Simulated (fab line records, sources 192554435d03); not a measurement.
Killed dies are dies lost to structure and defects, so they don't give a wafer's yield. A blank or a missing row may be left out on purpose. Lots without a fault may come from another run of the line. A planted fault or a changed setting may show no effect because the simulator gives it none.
Chamber matching | flow n5_finfet | N5_BEOL_M13_DEP_53 on pecvd-02: 3 sister chambers
The step deposits SiCN from 3MS/NH3, target thk 50 nm, time 17.8 s. 6 wafers are shown with their chamber, then 10 later ones without.

WAFERS WITH THEIR CHAMBER
wafer  | chamber | showerhead_plenum_p_Torr (Torr) | throttle_valve_pct (%)
L089.4 | 2       | 4.185                           | 16.7
L089.6 | 1       | 4.152                           | 18.0
L087.1 | 2       | 4.179                           | 17.0
L087.3 | 1       | 4.141                           | 17.5
L091.1 | 0       | 4.183                           | 17.9
L091.3 | 0       | 4.188                           | 17.8

WAFERS WITHOUT THEIR CHAMBER
wafer  | showerhead_plenum_p_Torr (Torr) | throttle_valve_pct (%)
L091.4 | 4.140                           | 17.7
L090.1 | 4.146                           | 18.1
L090.4 | 4.173                           | 17.9
L090.6 | 4.180                           | 17.0
L094.2 | 4.184                           | 17.7
L094.5 | 4.185                           | 16.8
L094.6 | 4.152                           | 17.7
L097.1 | 4.176                           | 17.5
L097.2 | 4.137                           | 17.9
L097.5 | 4.179                           | 17.8

WHICH CHAMBER EACH WENT THROUGH
wafer  | from the rows above     | in truth
L091.4 | 1                       | 1
L090.1 | 1                       | 1
L090.4 | 0                       | 0
L090.6 | 2                       | 2
L094.2 | 0                       | 0
L094.5 | 2                       | 2
L094.6 | 1                       | 1
L097.1 | can't be placed: 0 or 2 | 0
L097.2 | 1                       | 1
L097.5 | 0                       | 0
Placed correctly: 9 of 10. Can't be placed from these rows: 1 (the true chamber is among the candidates in 1). Placed wrongly: 0.
How it was worked out, from the rows above alone: a wafer's distance from a chamber is the root of the sum, over the readings, of the square of ((its reading less the chamber's mean) divided by the reading's scatter). The wafer belongs to the nearest chamber; if the next one is less than 2 further off, it can't be placed. A chamber's mean is the mean of its shown wafers. The scatter: the root of (the sum of the squares of (reading less its chamber's mean) over the shown wafers, divided by (wafers less chambers)).
